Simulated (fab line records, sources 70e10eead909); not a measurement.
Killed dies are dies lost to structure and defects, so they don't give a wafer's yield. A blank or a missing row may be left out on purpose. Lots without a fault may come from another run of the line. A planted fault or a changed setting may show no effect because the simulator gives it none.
fab line records | flow nand_harc
record lots=24 wafers=72 last_day=33
route steps=1302 shown A_CONTACT@1017
lots that met no fault: from a run of the same line without faults
start_h: hours from the record's first day to the start of the lot's first wafer shown | wait_h: hours since the lot's step before | " the same as in the row above | L1.1+2: a row that stands for several wafers | - no value, or no start given | * or withheld: withheld | < > ~ a bound
route shown NAME@n: a module of which the file shows steps, and the number in the route of the first | usual: mean/standard deviation of fault-free wafers | same: alike in all rows | chamber/n: place in a boat | sites: the reading at each site | _std_site: their standard deviation | _edge_site: outer sites' mean less inner sites' | radius_mm: how far each site lies from the wafer's centre | mask NAME#n: copy n | behind: the tool/chamber that last shaped the wafer | hold: why the lot was held/for how many hours/how that ended | device: the transistor (n, p or np) that didn't switch | end of line: the same wafers' tests at the end of the route | a step without rows: its recipe alone | killed: dies lost to structure and defects at the first sort, not the wafer's yield | map: a wafer's dies, x killed, . not, _ none there
set.NAME: the setting as run; set.NAME@STEP: as run at that earlier step | model.NAME: the simulator's own value behind a step, which no gauge read
steps of the route over a sample of lots; a table a step, a row a wafer
services: from which hour (start_h, from the record's first day; less than 0 if before it) a tool's chamber was out of use, for how many hours, and why
## steps
# step NHARC_A_CONTACT_ETCH_123
# recipe source_w=withheld pressure_mtorr=20 bias_v=400 time_s=490 target_depth_a=21100 ar_flow_sccm=withheld c4f8_flow_sccm=11.5 o2_flow_sccm=7.2 chemistry=C4F8/O2/Ar
# columns lot.wafer tool chamber start_h wait_h rf_hours_counter_h
L074.4 har_cap_etch-03 0 512.57 0.3 -
L074.6 " 0 " " -
L074.5 " 1 " " -
L075.3 har_cap_etch-02 1 512.93 0.3 -
L075.4 " 0 " " -
L075.5 " 0 " " -
L077.1 har_cap_etch-01 0 516.85 0.2 2
L077.4 " 1 " " -
L077.5 " 1 " " -
L076.3 har_cap_etch-01 1 526.16 0.3 -
L076.4 " 0 " " -
L076.5 " 0 " " -
L078.2 har_cap_etch-03 0 530.40 0.2 47
L078.4 " 0 " " -
L078.3 " 1 " " -
L079.1 har_cap_etch-02 0 530.88 0.1 85
L079.4 " 1 " " -
L079.5 " 1 " " -
L081.2 har_cap_etch-01 0 559.72 0.1 12
L081.3 " 0 " " -
L081.6 " 0 " " -
L080.1 har_cap_etch-03 1 560.67 0.2 53
L080.3 " 1 " " -
L080.6 " 1 " " -
L082.1 har_cap_etch-03 1 573.79 0.1 56
L082.2 " 0 " " 56
L082.5 " 0 " " -
L083.1 har_cap_etch-02 1 575.01 0.1 94
L083.2 " 0 " " 94
L083.6 " 0 " " -
L084.3 har_cap_etch-02 0 593.32 0.3 -
L084.4 " 1 " " -
L084.5 " 0 " " -
L085.1 har_cap_etch-03 0 600.28 0.1 61
L085.4 " 0 " " -
L085.6 " 1 " " -
L086.1 har_cap_etch-01 0 602.58 0.1 21
L086.2 " 1 " " 21
L086.5 " 0 " " -
L089.1 har_cap_etch-02 1 628.08 0.2 103
L089.4 " 0 " " -
L089.5 " 1 " " -
L088.2 har_cap_etch-03 1 628.88 0.1 66
L088.4 " 0 " " -
L088.6 " 1 " " -
L087.3 har_cap_etch-01 0 632.78 0.3 -
L087.4 " 1 " " -
L087.5 " 0 " " -
L092.1 har_cap_etch-02 0 658.10 0.1 109
L092.4 " 0 " " -
L092.6 " 0 " " -
L091.2 har_cap_etch-03 1 661.34 0.2 72
L091.4 " 0 " " -
L091.6 " 1 " " -
L090.1 har_cap_etch-01 0 661.68 0.1 32
L090.4 " 1 " " -
L090.5 " 0 " " -
L093.1 har_cap_etch-02 0 687.29 0.1 114
L093.2 " 1 " " 114
L093.4 " 0 " " -
L094.2 har_cap_etch-01 1 695.13 0.1 37
L094.1 " 0 " " 37
L094.5 " 0 " " -
L096.2 har_cap_etch-01 0 714.13 0.1 41
L096.3 " 0 " " -
L096.5 " 0 " " -
L095.2 har_cap_etch-02 1 714.37 0.2 118
L095.4 " 0 " " -
L095.3 " 1 " " -
L097.1 har_cap_etch-02 1 727.86 0.1 120
L097.2 " 0 " " 120
L097.3 " 0 " " -
# step NHARC_A_CONTACT_ETCH_90
# recipe target_depth_a=400 over_etch_frac=0.5 time_s=85.7 ion_energy_ev=120 ch3f_flow_sccm=50 o2_flow_sccm=30 ar_flow_sccm=200 rf_w=500 bias_w=100 chemistry=CH3F/O2
# usual bias_w=100.0/0.32 drypump_motor_current_A=5.4/0.55 oes_product_au=0.946/0.03 rf_vpp_V=244.1/1.7 showerhead_plenum_p_Torr=2.44/0.1 throttle_valve_pct=20.662/0.0096
# columns lot.wafer tool chamber start_h wait_h bias_w drypump_motor_current_A oes_product_au rf_hours_counter_h rf_vpp_V showerhead_plenum_p_Torr throttle_valve_pct
L074.4 rie_diel-04 3 513.41 0.8 100.2 5.9 0.918 51 243.3 2.41 20.648
L074.6 " 0 " " 99.5 4.9 0.932 - 244.9 2.55 20.653
L074.5 " 1 " " 100.3 4.8 0.926 - 244.4 2.41 20.672
L075.4 rie_diel-04 0 513.75 0.6 99.9 4.8 0.913 54 243.5 2.55 20.653
L075.3 " 2 " " 99.6 6.3 0.932 48 246.4 2.59 20.660
L075.5 " 3 " " 99.9 5.9 0.920 - 244.4 2.41 20.673
L077.1 rie_diel-07 2 517.75 0.8 99.3 5.4 0.962 4 244.2 2.45 20.656
L077.4 " 3 " " 100.0 5.1 0.931 4 245.0 2.43 20.651
L077.5 " 2 " " 99.8 5.4 0.962 - 243.0 2.45 20.662
L076.4 rie_diel-07 3 526.99 0.7 100.3 5.1 0.921 7 243.8 2.43 20.674
L076.3 " 0 " " 99.7 4.8 0.932 6 246.0 2.56 20.656
L076.5 " 2 " " 100.3 5.4 0.940 - 244.3 2.45 20.672
L078.4 rie_diel-04 2 531.55 0.8 100.5 6.3 0.935 54 246.6 2.59 20.670
L078.2 " 0 " " 99.5 4.9 0.927 59 244.3 2.54 20.666
L078.3 " 1 " " 100.0 4.8 0.923 59 245.1 2.41 20.658
L079.4 rie_diel-07 0 531.87 0.6 99.9 4.8 1.002 8 244.4 2.56 20.662
L079.1 " 2 " " 100.3 5.3 1.020 8 242.5 2.45 20.670
L079.5 " 1 " " 100.3 5.8 1.004 - 241.6 2.27 20.656
L081.2 rie_diel-13 3 560.71 0.9 100.1 6.6 0.992 8 243.5 2.44 20.653
L081.3 " 0 " " 99.9 5.9 1.020 10 242.8 2.32 20.653
L081.6 " 2 " " 100.1 5.1 1.013 - 241.7 2.30 20.667
L080.1 rie_diel-07 0 561.56 0.8 99.6 4.8 0.935 14 246.3 2.56 20.653
L080.3 " 1 " " 100.7 5.8 0.956 13 240.2 2.27 20.657
L080.6 " 1 " " 100.2 5.8 0.948 - 242.1 2.27 20.661
L082.2 rie_diel-13 3 574.76 0.8 99.3 6.6 0.919 14 243.6 2.43 20.655
L082.1 " 2 " " 100.0 5.1 0.940 15 241.8 2.30 20.670
L082.5 " 3 " " 99.9 6.6 0.914 - 244.2 2.43 20.672
L083.2 rie_diel-13 2 576.01 0.8 99.8 5.1 0.936 15 242.7 2.30 20.670
L083.1 " 0 " " 99.8 5.9 0.935 16 241.4 2.32 20.653
L083.6 " 2 " " 100.0 5.1 0.939 - 240.6 2.30 20.662
L084.3 rie_diel-04 2 594.14 0.7 99.8 6.3 0.939 15 246.1 2.58 20.653
L084.4 " 3 " " 99.9 6.0 0.939 18 243.0 2.40 20.670
L084.5 " 1 " " 100.0 4.8 0.955 - 244.3 2.40 20.667
L085.4 rie_diel-07 0 601.27 0.7 99.9 4.8 0.930 19 246.1 2.55 20.660
L085.1 " 2 " " 99.7 5.4 0.955 20 245.1 2.45 20.662
L085.6 " 3 " " 100.4 5.1 0.924 - 243.2 2.43 20.664
L086.2 rie_diel-07 2 603.55 0.8 99.8 5.4 0.948 21 244.3 2.45 20.666
L086.1 " 3 " " 99.8 5.1 0.923 20 242.5 2.43 20.663
L086.5 " 2 " " 100.2 5.4 0.945 - 245.3 2.45 20.676
L089.4 rie_diel-13 3 628.96 0.7 100.2 6.6 0.947 33 243.1 2.43 20.666
L089.1 " 0 " " 99.8 5.8 0.956 32 242.3 2.31 20.664
L089.5 " 0 " " 99.9 5.9 0.955 - 242.4 2.31 20.661
L088.4 rie_diel-13 0 629.85 0.6 100.2 5.9 0.921 32 242.1 2.31 20.676
L088.2 " 1 " " 100.1 5.7 0.931 33 244.1 2.41 20.664
L088.6 " 0 " " 100.0 5.8 0.929 - 241.4 2.31 20.632
L087.3 rie_diel-07 3 633.59 0.7 99.9 5.1 0.927 25 243.0 2.43 20.673
L087.4 " 0 " " 100.1 4.8 0.935 25 246.5 2.55 20.671
L087.5 " 0 " " 100.0 4.8 0.927 - 245.6 2.55 20.676
L092.4 rie_diel-13 3 659.07 0.7 100.3 6.6 0.927 45 244.3 2.42 20.660
L092.1 " 2 " " 100.1 5.0 0.938 41 241.3 2.29 20.668
L092.6 " 3 " " 100.2 6.6 0.941 - 242.2 2.42 20.664
L091.2 rie_diel-04 3 662.48 1.0 100.1 6.0 0.915 42 242.8 2.39 20.684
L091.4 " 0 " " 99.8 4.9 0.915 48 245.2 2.52 20.650
L091.6 " 3 " " 100.3 5.9 0.921 - 243.7 2.39 20.654
L090.1 rie_diel-07 0 662.69 0.9 99.9 4.8 0.989 0 247.0 2.55 20.673
L090.4 " 1 " " 99.7 5.8 0.931 1 247.1 2.66 20.686
L090.5 " 3 " " 100.1 5.1 0.936 - 244.8 2.42 20.685
L093.2 rie_diel-07 1 688.27 0.8 100.2 5.8 0.960 5 247.5 2.66 20.662
L093.4 " 2 " " 99.7 5.4 0.974 5 244.3 2.44 20.670
L093.1 " 3 " " 100.0 5.1 0.952 6 244.5 2.42 20.662
L094.2 rie_diel-07 3 696.10 0.9 100.1 5.1 0.933 8 244.2 2.42 20.649
L094.1 " 0 " " 100.1 4.8 0.923 5 246.0 2.55 20.649
L094.5 " 0 " " 99.9 4.8 0.918 - 245.4 2.55 20.674
L096.3 rie_diel-07 0 715.12 0.7 100.0 4.8 0.999 8 245.2 2.55 20.666
L096.2 " 1 " " 99.9 5.8 0.995 9 247.3 2.66 20.649
L096.5 " 3 " " 99.8 5.1 1.006 - 244.5 2.42 20.656
L095.3 rie_diel-07 2 715.26 0.6 99.6 5.3 0.936 11 244.4 2.44 20.656
L095.2 " 0 " " 100.6 4.8 0.938 8 245.1 2.55 20.641
L095.4 " 1 " " 100.3 5.7 0.939 9 247.3 2.66 20.664
L097.1 rie_diel-07 0 728.84 0.9 100.2 4.8 1.004 9 247.1 2.55 20.675
L097.3 " 1 " " 99.7 5.7 1.004 10 247.7 2.66 20.656
L097.2 " 3 " " 99.6 5.1 1.011 13 243.9 2.42 20.660
# step NHARC_A_CONTACT_ETCH_78
# recipe target_depth_a=53000 over_etch_frac=0.3 time_s=1378 ion_energy_ev=150 o2_flow_sccm=400 cos_flow_sccm=20 ar_flow_sccm=0 rf_w=500 bias_w=300 chemistry=O2/COS
# usual bias_w=299.9/0.84 drypump_motor_current_A=5.4/0.54 oes_product_au=1.006/0.01 rf_vpp_V=313.8/1.9 showerhead_plenum_p_Torr=3.10/0.12 throttle_valve_pct=28.330/0.0089
# columns lot.wafer tool chamber start_h wait_h bias_w drypump_motor_current_A oes_product_au rf_hours_counter_h rf_vpp_V showerhead_plenum_p_Torr throttle_valve_pct
L074.4 rie_diel-07 2 - - 299.1 5.4 1.023 4 313.6 3.12 28.337
L074.5 " 1 " " 300.6 5.8 1.004 - 311.7 2.89 28.336
L074.6 " 2 " " 300.2 5.4 1.028 - 314.3 3.12 28.330
L075.4 rie_diel-04 0 - - 299.3 4.9 0.989 56 315.4 3.23 28.331
L075.3 " 1 " " 300.6 4.8 0.992 55 312.6 3.06 28.323
L075.5 " 2 " " 300.0 6.3 1.003 - 316.1 3.29 28.332
L077.4 rie_diel-07 3 - - 301.2 5.1 1.003 8 312.8 3.09 28.346
L077.1 " 0 " " 300.3 4.8 0.998 7 315.7 3.25 28.331
L077.5 " 2 " " 299.8 5.4 1.015 - 312.9 3.12 28.327
L076.3 rie_diel-07 3 - - 300.4 5.1 1.003 10 314.8 3.09 28.326
L076.4 " 2 " " 298.2 5.4 1.024 9 313.9 3.11 28.319
L076.5 " 0 " " 299.7 4.8 1.010 - 316.0 3.24 28.337
L078.2 rie_diel-13 1 - - 299.2 5.8 1.006 2 314.8 3.08 28.341
L078.3 " 2 " " 299.9 5.1 1.031 2 311.7 2.93 28.332
L078.4 " 3 " " 299.6 6.6 1.010 2 313.8 3.10 28.317
L079.1 rie_diel-07 3 - - 300.5 5.1 1.003 11 314.1 3.09 28.318
L079.4 " 2 " " 298.7 5.4 1.020 10 312.2 3.11 28.319
L079.5 " 3 " " 298.4 5.1 1.007 - 313.7 3.09 28.314
L081.3 rie_diel-07 0 - - 298.6 4.8 1.006 15 316.6 3.24 28.312
L081.2 " 2 " " 298.7 5.4 1.022 15 314.6 3.11 28.323
L081.6 " 0 " " 299.4 4.8 1.007 - 316.7 3.24 28.324
L080.1 rie_diel-04 0 - - 300.4 4.9 0.995 9 315.8 3.22 28.332
L080.3 " 1 " " 297.4 4.8 1.014 7 312.3 3.06 28.327
L080.6 " 0 " " 299.2 4.8 0.991 - 316.7 3.22 28.327
L082.2 rie_diel-13 3 - - 299.4 6.6 1.000 16 313.7 3.09 28.325
L082.1 " 2 " " 300.2 5.1 1.024 17 311.1 2.93 28.332
L082.5 " 0 " " 300.1 5.9 1.016 - 312.2 2.95 28.325
L083.2 rie_diel-04 0 - - 300.0 4.9 1.002 14 314.5 3.22 28.321
L083.1 " 3 " " 299.8 6.0 1.000 14 313.1 3.05 28.338
L083.6 " 0 " " 299.2 4.9 0.997 - 314.6 3.22 28.329
L084.4 rie_diel-07 1 - - 299.5 5.8 1.018 19 310.3 2.88 28.333
L084.3 " 3 " " 300.2 5.1 1.000 20 314.1 3.08 28.334
L084.5 " 2 " " 299.6 5.4 1.026 - 315.1 3.11 28.333
L085.1 rie_diel-07 1 - - 300.5 5.8 1.015 21 309.0 2.88 28.330
L085.4 " 0 " " 299.7 4.8 1.002 20 316.1 3.24 28.326
L085.6 " 1 " " 300.4 5.7 1.020 - 309.8 2.88 28.343
L086.2 rie_diel-07 3 - - 301.7 5.1 1.005 22 312.9 3.08 28.334
L086.1 " 2 " " 301.9 5.4 1.021 23 312.4 3.11 28.321
L086.5 " 0 " " 300.8 4.8 1.002 - 315.8 3.24 28.353
L089.1 rie_diel-07 2 - - 299.6 5.4 1.013 27 315.1 3.11 28.334
L089.4 " 2 " " 299.9 5.4 1.017 - 314.2 3.11 28.321
L089.5 " 3 " " 300.8 5.0 0.986 - 313.0 3.08 28.337
L088.4 rie_diel-04 1 - - 301.8 4.8 1.008 33 313.6 3.05 28.345
L088.2 " 3 " " 299.4 6.0 1.005 33 314.2 3.04 28.344
L088.6 " 0 " " 300.1 4.9 1.002 - 315.8 3.21 28.329
L087.4 rie_diel-04 3 - - 300.2 5.9 1.007 34 314.0 3.04 28.344
L087.3 " 1 " " 298.9 4.7 1.005 34 313.6 3.05 28.347
L087.5 " 3 " " 300.1 5.9 0.996 - 312.8 3.04 28.318
L092.1 rie_diel-13 0 - - 301.2 5.9 0.993 44 313.3 2.94 28.330
L092.4 " 1 " " 299.3 5.7 0.997 43 312.4 3.06 28.337
L092.6 " 3 " " 299.1 6.6 1.002 - 314.3 3.07 28.338
L091.4 rie_diel-07 2 - - 300.0 5.4 1.014 2 313.5 3.10 28.321
L091.2 " 3 " " 299.9 5.1 0.998 2 313.6 3.08 28.328
L091.6 " 3 " " 299.4 5.1 1.004 - 313.3 3.08 28.334
L090.4 rie_diel-13 1 - - 299.8 5.8 0.993 44 312.6 3.06 28.322
L090.1 " 2 " " 300.6 5.1 1.017 45 312.9 2.91 28.317
L090.5 " 3 " " 301.2 6.6 1.007 - 314.2 3.07 28.337
L093.1 rie_diel-07 2 - - 300.4 5.4 1.008 7 313.8 3.10 28.346
L093.4 " 3 " " 299.6 5.1 1.004 7 314.1 3.08 28.344
L093.2 " 1 " " 299.2 5.8 0.999 6 317.5 3.37 28.328
L094.1 rie_diel-07 0 - - 299.4 4.8 1.005 5 315.5 3.23 28.343
L094.2 " 2 " " 298.3 5.4 1.015 9 312.3 3.10 28.334
L094.5 " 0 " " 299.7 4.8 1.002 - 315.3 3.23 28.331
L096.3 rie_diel-07 3 - - 299.2 5.1 1.009 12 313.0 3.07 28.338
L096.2 " 0 " " 300.0 4.8 1.014 9 315.0 3.23 28.331
L096.5 " 2 " " 300.6 5.4 1.003 - 313.8 3.10 28.331
L095.4 rie_diel-13 3 - - 298.8 6.6 1.029 6 312.6 3.07 28.336
L095.3 " 0 " " 299.6 5.9 0.998 6 310.9 2.93 28.338
L095.2 " 1 " " 301.9 5.7 1.003 5 313.8 3.05 28.342
L097.3 rie_diel-07 0 - - 299.8 4.8 1.012 10 315.2 3.23 28.331
L097.2 " 1 " " 299.5 5.8 0.996 11 317.3 3.37 28.339
L097.1 " 2 " " 299.0 5.4 1.003 14 312.2 3.10 28.334
# step NHARC_A_CONTACT_ETCH_124
# recipe source_w=withheld pressure_mtorr=20 bias_v=withheld time_s=140 target_depth_a=7000 ar_flow_sccm=withheld c4f8_flow_sccm=withheld o2_flow_sccm=withheld chemistry=C4F8/O2/Ar
# columns lot.wafer tool chamber start_h wait_h rf_hours_counter_h
L074.4 har_cap_etch-03 1 521.54 - -
L074.5 " 0 " " -
L074.6 " 1 " " -
L075.3 har_cap_etch-02 0 521.70 - -
L075.4 " 1 " " -
L075.5 " 1 " " -
L077.1 har_cap_etch-01 1 529.22 - 5
L077.4 " 1 " " -
L077.5 " 1 " " -
L076.3 har_cap_etch-02 1 537.92 - -
L076.4 " 0 " " -
L076.5 " 1 " " -
L078.2 har_cap_etch-03 1 538.70 - 48
L078.3 " 0 " " -
L078.4 " 1 " " -
L079.1 har_cap_etch-02 1 540.95 - 87
L079.4 " 1 " " -
L079.5 " 0 " " -
L081.2 har_cap_etch-02 1 568.30 - 90
L081.3 " 0 " " -
L081.6 " 1 " " -
L080.1 har_cap_etch-01 1 571.64 - 13
L080.3 " 1 " " -
L080.6 " 1 " " -
L082.1 har_cap_etch-02 0 582.48 - 94
L082.2 " 1 " " 94
L082.5 " 1 " " -
L083.2 har_cap_etch-01 1 582.94 - 16
L083.1 " 0 " " 16
L083.6 " 1 " " -
L084.4 har_cap_etch-02 0 603.33 - -
L084.3 " 1 " " -
L084.5 " 0 " " -
L085.1 har_cap_etch-03 1 608.69 - 61
L085.4 " 1 " " -
L085.6 " 1 " " -
L086.2 har_cap_etch-01 0 610.81 - 21
L086.1 " 1 " " 21
L086.5 " 1 " " -
L089.1 har_cap_etch-02 0 636.22 - 104
L089.4 " 1 " " -
L089.5 " 1 " " -
L088.2 har_cap_etch-03 1 636.78 - 67
L088.4 " 0 " " -
L088.6 " 0 " " -
L087.4 har_cap_etch-01 0 640.40 - -
L087.3 " 1 " " -
L087.5 " 0 " " -
L092.1 har_cap_etch-02 1 666.03 - 109
L092.4 " 0 " " -
L092.6 " 1 " " -
L091.2 har_cap_etch-03 0 669.29 - 72
L091.4 " 0 " " -
L091.6 " 1 " " -
L090.1 har_cap_etch-01 1 669.53 - 32
L090.4 " 1 " " -
L090.5 " 0 " " -
L093.1 har_cap_etch-03 1 695.93 - 75
L093.2 " 0 " " 75
L093.4 " 0 " " -
L094.1 har_cap_etch-02 1 702.92 - 114
L094.2 " 0 " " 114
L094.5 " 1 " " -
L096.2 har_cap_etch-03 0 722.93 - 78
L096.3 " 0 " " -
L096.5 " 0 " " -
L095.2 har_cap_etch-01 0 724.34 - 41
L095.3 " 0 " " -
L095.4 " 1 " " -
L097.1 har_cap_etch-03 0 735.67 - 81
L097.2 " 1 " " 81
L097.3 " 1 " " -
# step NHARC_A_CONTACT_ETCH_131
# recipe source_w=withheld pressure_mtorr=20 bias_v=3000 time_s=197 target_depth_a=19180 ar_flow_sccm=withheld c4f8_flow_sccm=withheld o2_flow_sccm=withheld chemistry=C4F8/O2/Ar
# columns lot.wafer tool chamber start_h wait_h rf_hours_counter_h
L074.4 har_cap_etch-03 1 522.79 0.1 -
L074.5 " 0 " " -
L074.6 " 1 " " -
L075.3 har_cap_etch-02 0 522.96 0.1 -
L075.4 " 1 " " -
L075.5 " 1 " " -
L077.1 har_cap_etch-01 1 530.47 0.1 6
L077.4 " 1 " " -
L077.5 " 1 " " -
L076.3 har_cap_etch-02 1 539.17 0.1 -
L076.4 " 0 " " -
L076.5 " 1 " " -
L078.2 har_cap_etch-03 1 540.37 0.2 50
L078.3 " 0 " " -
L078.4 " 1 " " -
L079.1 har_cap_etch-02 1 542.63 0.2 88
L079.4 " 1 " " -
L079.5 " 0 " " -
L081.2 har_cap_etch-02 1 569.55 0.1 91
L081.3 " 0 " " -
L081.6 " 1 " " -
L080.1 har_cap_etch-01 1 572.89 0.1 14
L080.3 " 1 " " -
L080.6 " 1 " " -
L082.1 har_cap_etch-02 0 583.73 0.1 95
L082.2 " 1 " " 95
L082.5 " 1 " " -
L083.2 har_cap_etch-01 1 584.20 0.1 17
L083.1 " 0 " " 17
L083.6 " 1 " " -
L084.4 har_cap_etch-02 0 604.58 0.1 -
L084.3 " 1 " " -
L084.5 " 0 " " -
L085.1 har_cap_etch-03 1 609.94 0.1 62
L085.4 " 1 " " -
L085.6 " 1 " " -
L086.2 har_cap_etch-01 0 612.07 0.1 22
L086.1 " 1 " " 22
L086.5 " 1 " " -
L089.1 har_cap_etch-02 0 637.47 0.1 105
L089.4 " 1 " " -
L089.5 " 1 " " -
L088.2 har_cap_etch-03 1 638.45 0.2 68
L088.4 " 0 " " -
L088.6 " 0 " " -
L087.4 har_cap_etch-01 0 641.65 0.1 -
L087.3 " 1 " " -
L087.5 " 0 " " -
L092.1 har_cap_etch-02 1 667.29 0.1 110
L092.4 " 0 " " -
L092.6 " 1 " " -
L090.1 har_cap_etch-01 1 670.80 0.1 33
L090.4 " 1 " " -
L090.5 " 0 " " -
L091.2 har_cap_etch-03 0 670.96 0.2 73
L091.4 " 0 " " -
L091.6 " 1 " " -
L093.1 har_cap_etch-03 1 697.19 0.1 76
L093.2 " 0 " " 76
L093.4 " 0 " " -
L094.1 har_cap_etch-02 1 704.18 0.1 116
L094.2 " 0 " " 116
L094.5 " 1 " " -
L096.2 har_cap_etch-03 0 724.19 0.1 79
L096.3 " 0 " " -
L096.5 " 0 " " -
L095.2 har_cap_etch-01 0 725.60 0.1 42
L095.3 " 0 " " -
L095.4 " 1 " " -
L097.1 har_cap_etch-03 0 736.93 0.1 82
L097.2 " 1 " " 82
L097.3 " 1 " " -
# step NHARC_A_CONTACT_ETCH_106
# recipe target_depth_a=900 overetch_a=90 time_s=49.5 ion_energy_ev=100 cf4_flow_sccm=80 o2_flow_sccm=20 ar_flow_sccm=0 rf_w=300 bias_w=100 chemistry=CF4/O2
# usual bias_w=99.9/0.32 drypump_motor_current_A=5.4/0.52 oes_product_au=1.006/0.012 rf_vpp_V=197.3/1.4 showerhead_plenum_p_Torr=1.32/0.054 throttle_valve_pct=13.398/0.0081
# columns lot.wafer tool chamber start_h wait_h bias_w drypump_motor_current_A oes_product_au rf_hours_counter_h rf_vpp_V showerhead_plenum_p_Torr throttle_valve_pct
L074.4 rie_diel-07 0 524.41 0.1 99.7 4.8 0.999 5 199.3 1.39 13.401
L074.6 " 3 " " 99.7 5.1 1.000 - 198.1 1.32 13.397
L074.5 " 0 " " 99.9 4.8 1.006 - 198.7 1.39 13.396
L075.3 rie_diel-07 3 524.71 0.1 99.9 5.1 0.995 6 198.2 1.32 13.400
L075.4 " 0 " " 100.6 4.8 1.009 5 198.2 1.39 13.427
L075.5 " 3 " " 100.3 5.0 0.997 - 196.5 1.32 13.403
L077.1 rie_diel-13 1 532.13 0.1 99.8 5.8 1.007 0 196.4 1.32 13.398
L077.4 " 3 " " 100.1 6.6 0.999 0 197.3 1.32 13.389
L077.5 " 2 " " 99.8 5.0 1.024 - 196.6 1.25 13.402
L076.4 rie_diel-07 1 541.15 0.1 100.0 5.7 1.012 9 196.0 1.23 13.397
L076.3 " 3 " " 99.8 5.1 0.999 12 196.9 1.32 13.395
L076.5 " 1 " " 100.1 5.8 1.021 - 194.4 1.23 13.389
L078.4 rie_diel-07 1 542.24 0.0 100.3 5.8 1.020 9 194.7 1.23 13.410
L078.3 " 2 " " 99.7 5.4 1.017 10 197.7 1.33 13.389
L078.2 " 3 " " 99.6 5.1 1.002 12 195.8 1.32 13.408
L079.1 rie_diel-13 2 544.56 0.1 99.7 5.1 1.014 5 196.2 1.25 13.393
L079.4 " 0 " " 99.7 5.8 1.017 8 197.1 1.26 13.397
L079.5 " 2 " " 99.6 5.1 1.016 - 196.9 1.25 13.392
L081.2 rie_diel-07 2 571.17 0.0 100.6 5.4 1.028 15 197.4 1.33 13.406
L081.3 " 0 " " 99.9 4.8 1.008 15 198.5 1.39 13.406
L081.6 " 3 " " 100.0 5.1 1.002 - 197.4 1.32 13.412
L080.3 rie_diel-04 1 574.53 0.1 99.8 4.8 1.007 8 196.6 1.31 13.408
L080.1 " 2 " " 99.2 6.3 0.997 8 198.4 1.40 13.398
L080.6 " 3 " " 99.9 5.9 0.999 - 197.4 1.30 13.396
L082.2 rie_diel-07 1 585.38 0.0 99.2 5.8 1.026 16 196.6 1.23 13.390
L082.1 " 2 " " 99.7 5.4 1.016 16 197.6 1.33 13.396
L082.5 " 1 " " 99.4 5.8 1.017 - 195.3 1.23 13.400
L083.2 rie_diel-07 2 586.12 0.1 99.7 5.3 1.014 16 197.7 1.33 13.403
L083.1 " 3 " " 100.4 5.1 0.993 17 197.7 1.32 13.394
L083.6 " 3 " " 100.1 5.1 0.995 - 196.9 1.32 13.408
L084.4 rie_diel-07 0 606.19 0.1 99.5 4.8 1.006 20 199.8 1.39 13.403
L084.3 " 2 " " 100.0 5.4 1.023 21 196.1 1.33 13.405
L084.5 " 3 " " 99.1 5.1 0.997 - 197.8 1.32 13.390
L085.4 rie_diel-13 3 611.56 0.1 100.4 6.6 0.994 30 198.2 1.32 13.405
L085.1 " 0 " " 99.6 5.8 1.002 29 195.5 1.26 13.403
L085.6 " 3 " " 99.9 6.6 1.003 - 196.2 1.32 13.386
L086.2 rie_diel-13 1 613.72 0.1 100.0 5.7 1.017 30 197.4 1.31 13.402
L086.1 " 0 " " 99.6 5.8 1.014 30 196.6 1.26 13.399
L086.5 " 1 " " 100.4 5.7 1.009 - 197.2 1.31 13.388
L089.4 rie_diel-07 2 639.09 0.1 100.0 5.3 1.015 28 197.5 1.33 13.397
L089.1 " 0 " " 100.3 4.8 1.012 26 198.1 1.39 13.402
L089.5 " 2 " " 100.2 5.4 1.015 - 197.9 1.33 13.402
L088.4 rie_diel-07 0 640.31 0.1 100.3 4.8 0.996 26 199.8 1.39 13.398
L088.2 " 3 " " 100.6 5.1 0.985 27 195.8 1.32 13.403
L088.6 " 1 " " 100.1 5.8 1.005 - 194.5 1.23 13.400
L087.3 rie_diel-07 2 643.26 0.1 99.8 5.4 1.021 28 197.8 1.33 13.388
L087.4 " 2 " " 99.7 5.4 1.021 - 198.3 1.33 13.404
L087.5 " 3 " " 100.6 5.1 0.996 - 197.6 1.32 13.406
L092.1 rie_diel-04 0 668.92 0.1 100.3 4.9 0.996 49 197.5 1.37 13.392
L092.4 " 2 " " 100.6 6.3 0.991 41 199.1 1.40 13.404
L092.6 " 0 " " 100.0 4.9 0.987 - 198.8 1.37 13.406
L090.1 rie_diel-04 3 672.41 0.0 99.9 5.9 1.008 44 196.4 1.30 13.402
L090.4 " 1 " " 99.7 4.8 1.008 48 197.6 1.30 13.388
L090.5 " 3 " " 100.3 5.9 1.004 - 196.2 1.30 13.395
L091.2 rie_diel-07 2 672.87 0.0 99.6 5.4 1.019 3 199.3 1.33 13.392
L091.4 " 3 " " 99.8 5.1 1.008 3 197.0 1.32 13.396
L091.6 " 3 " " 99.5 5.1 1.009 - 197.3 1.32 13.418
L093.4 rie_diel-07 2 698.83 0.0 100.3 5.4 1.019 8 198.6 1.33 13.391
L093.1 " 3 " " 100.2 5.1 1.003 8 199.1 1.31 13.398
L093.2 " 0 " " 100.0 4.8 0.994 5 199.8 1.38 13.404
L094.2 rie_diel-07 0 706.50 0.1 99.5 4.8 0.997 6 198.3 1.38 13.399
L094.1 " 1 " " 100.2 5.8 1.005 7 198.8 1.44 13.396
L094.5 " 0 " " 99.6 4.8 0.991 - 198.0 1.38 13.383
L096.2 rie_diel-13 3 725.80 0.1 99.7 6.6 1.017 6 197.6 1.31 13.387
L096.3 " 2 " " 99.5 5.0 1.014 5 196.4 1.24 13.385
L096.5 " 3 " " 99.9 6.6 1.016 - 196.3 1.31 13.390
L095.2 rie_diel-04 1 727.25 0.0 99.8 4.8 1.000 5 197.5 1.29 13.386
L095.4 " 2 " " 99.8 6.2 0.994 3 199.2 1.39 13.396
L095.3 " 0 " " 99.6 4.9 0.979 5 199.2 1.37 13.401
L097.2 rie_diel-04 2 738.58 0.1 99.8 6.2 0.972 6 199.1 1.39 13.394
L097.1 " 3 " " 100.1 5.9 1.012 6 197.4 1.29 13.400
L097.3 " 0 " " 100.2 4.9 0.991 10 198.2 1.37 13.385
## services
# columns tool chamber start_h hours kind
har_cap_etch-01 - 497.00 17.0 pm
rie_diel-07 0 504.80 - clean
rie_diel-07 1 504.80 - clean
rie_diel-07 2 504.80 - clean
rie_diel-07 3 504.80 - clean
rie_diel-13 - 521.84 9.0 pm
rie_diel-07 0 529.33 - clean
rie_diel-07 1 529.33 - clean
rie_diel-07 2 529.33 - clean
rie_diel-07 3 529.33 - clean
rie_diel-04 - 531.98 9.0 pm
rie_diel-07 0 553.83 - clean
rie_diel-07 1 553.83 - clean
rie_diel-07 2 553.83 - clean
rie_diel-07 3 553.83 - clean
rie_diel-07 0 578.35 - clean
rie_diel-07 1 578.35 - clean
rie_diel-07 2 578.35 - clean
rie_diel-07 3 578.35 - clean
rie_diel-07 2 620.37 1.4 repair
rie_diel-07 - 648.30 9.0 pm
rie_diel-04 - 666.79 1.2 repair
rie_diel-13 - 701.05 9.0 pm
rie_diel-04 - 708.98 9.0 pm
## key
fault none
